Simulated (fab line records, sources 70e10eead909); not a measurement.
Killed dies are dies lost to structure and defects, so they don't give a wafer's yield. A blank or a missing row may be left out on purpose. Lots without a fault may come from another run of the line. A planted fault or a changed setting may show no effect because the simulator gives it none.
Problem report in the 8D (eight disciplines) form, filled by code | flow nand_harc | the parts of the form that need people (team, actions taken, sign-off) are left out

1. THE PROBLEM
sort_bin_4_pct at NHARC_END_SORT_01 reads a mean of 24.6 % on 6 wafers of 2 lots; wafers without a fault read 4.6 % with a standard deviation of 1.4. That is +14 standard deviations from the usual mean.
First seen on wafer L378.2, day 27 10:20, on prober-01. The record holds 9 wafers of 3 lots with a number at this step. Rule for "out", or "out of limits": more than 4 standard deviations from the usual mean. The other wafers with a number count as sound.

2. WHAT IT IS AND WHAT IT IS NOT
question                    | is                                                                                                                                  | is not
which readings at this step | sort_bin_4_pct, defect_limited_yield, killed_at_array, killed_dies, sort_bin_2_pct, sort_n_pass, sort_rim_yield_pct, sort_yield_pct | killed_at_other, killed_at_periphery, killed_open, killed_short
which lots                  | L378, L382                                                                                                                          | L391
which wafers of those lots  | all that have a number                                                                                                              | -
read on which gauges        | prober-01, prober-02                                                                                                                | -
when                        | from day 27 10:20                                                                                                                   | up to then (0 sound wafers); but 3 sound wafers of L391 came after

3. SUSPECTS, AND WHAT RULES EACH OUT
Counting: a tool at a process step up to the reading stays a suspect if it ran every lot that is out and no sound lot after the first of them.
- the gauge at NHARC_END_SORT_01: ruled out. The wafers that are out were read on 2 gauges (prober-01, prober-02).
- ecd_cu-01 at NHARC_A_BONDPAD_ECD_18 (material Cu, target thk 400 nm): ruled out as a lasting fault. Sound lots L391 ran on it after its first lot that is out, L378 (day 26 00:50).
- rie_diel-08 at NHARC_THIN_TSV_DESCUM_14 (chemistry O2, time 3 s): kept. It ran every lot that is out, first L378 (day 26 17:01), and no sound lot after that.
Left after counting: rie_diel-08 at NHARC_THIN_TSV_DESCUM_14.

4. THE CAUSE (what the simulator had put in)
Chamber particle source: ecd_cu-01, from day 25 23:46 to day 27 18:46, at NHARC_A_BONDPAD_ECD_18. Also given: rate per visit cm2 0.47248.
Counting ruled it out, wrongly: the rule takes a fault to strike every lot that its tool runs from its start on, and this one did not.

5. THE CHAIN OF EFFECTS, in route order
Each row: a reading whose mean over the struck wafers that have a number lies more than 3 standard deviations from the usual. Only readings for which the record gives a usual standard deviation are gone through. hours: the time from each lot's start at the first step in this table that gives one to its start at this step, as a median over the lots. sigmas: the change in usual standard deviations.
hours | step              | reading              | usual  | on struck wafers | change | sigmas
0     | NHARC_END_SORT_01 | defect_limited_yield | 92.0 % | 59.4             | -32.6  | -14
0     | NHARC_END_SORT_01 | killed_at_array      | 50     | 270              | +220   | +14
0     | NHARC_END_SORT_01 | killed_dies          | 54     | 275              | +221   | +14
0     | NHARC_END_SORT_01 | sort_bin_2_pct       | 2.8 %  | 13.8             | +11.0  | +11
0     | NHARC_END_SORT_01 | sort_bin_3_pct       | 0.6 %  | 2.4              | +1.8   | +5.0
0     | NHARC_END_SORT_01 | sort_bin_4_pct       | 4.6 %  | 24.6             | +20.0  | +14
0     | NHARC_END_SORT_01 | sort_n_pass          | 623    | 402              | -221   | -14
0     | NHARC_END_SORT_01 | sort_rim_yield_pct   | 90 %   | 62               | -28    | -6.6
0     | NHARC_END_SORT_01 | sort_yield_pct       | 92.0 % | 59.4             | -32.6  | -14

6. WHAT WOULD HAVE CAUGHT IT SOONER
In this record the first reading out of limits at a measuring or inspecting step was taken at day 27 10:20, 35 hours after the fault began at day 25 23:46.
